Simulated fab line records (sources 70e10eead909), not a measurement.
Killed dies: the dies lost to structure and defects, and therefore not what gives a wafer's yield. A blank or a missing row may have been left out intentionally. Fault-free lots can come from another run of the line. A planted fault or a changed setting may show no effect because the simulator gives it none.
Chamber matching	flow nand harc	pecvd-04 running NHARC_A_STAIRCASE_DEP_322: 3 sister chambers
The step deposits SiO2, target thk 3800 nm. 3 wafers are shown with their chamber, then 7 later ones without.

WAFERS, EACH WITH ITS CHAMBER
wafer	chamber	susceptor temp C (C)
L083.1	1	400.26
L084.1	0	400.02
L084.5	2	400.00

WAFERS WITHOUT THEIR CHAMBER
wafer	susceptor temp C (C)
L084.6	399.95
L086.1	399.52
L086.2	399.77
L086.3	400.09
L093.1	399.60
L093.2	399.98
L093.5	400.11

EACH ONE'S CHAMBER
wafer	from the rows above	in truth
L084.6	can't be placed: 2 or 0 or 1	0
L086.1	can't be placed: 2 or 0 or 1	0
L086.2	can't be placed: 2 or 0 or 1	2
L086.3	can't be placed: 0 or 2 or 1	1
L093.1	can't be placed: 2 or 0 or 1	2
L093.2	can't be placed: 2 or 0 or 1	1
L093.5	can't be placed: 0 or 2 or 1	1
Correctly placed: 0 of 7. Cannot be placed on the basis of these rows: 7; the candidates contain the true chamber in 7. Number placed wrongly: 0.
How it was worked out, from the rows above alone: a wafer's distance from a chamber is the root of the sum, over the readings, of the square of ((its reading less the chamber's mean) divided by the reading's scatter). If the next closest chamber is less than 2 further off than the closest, the wafer can't be placed; otherwise it belongs to the closest. A chamber's mean is the mean of its shown wafers. The scatter: with one shown wafer a chamber, the root of the mean of the squares of how far each hidden wafer lies from its nearest shown one.
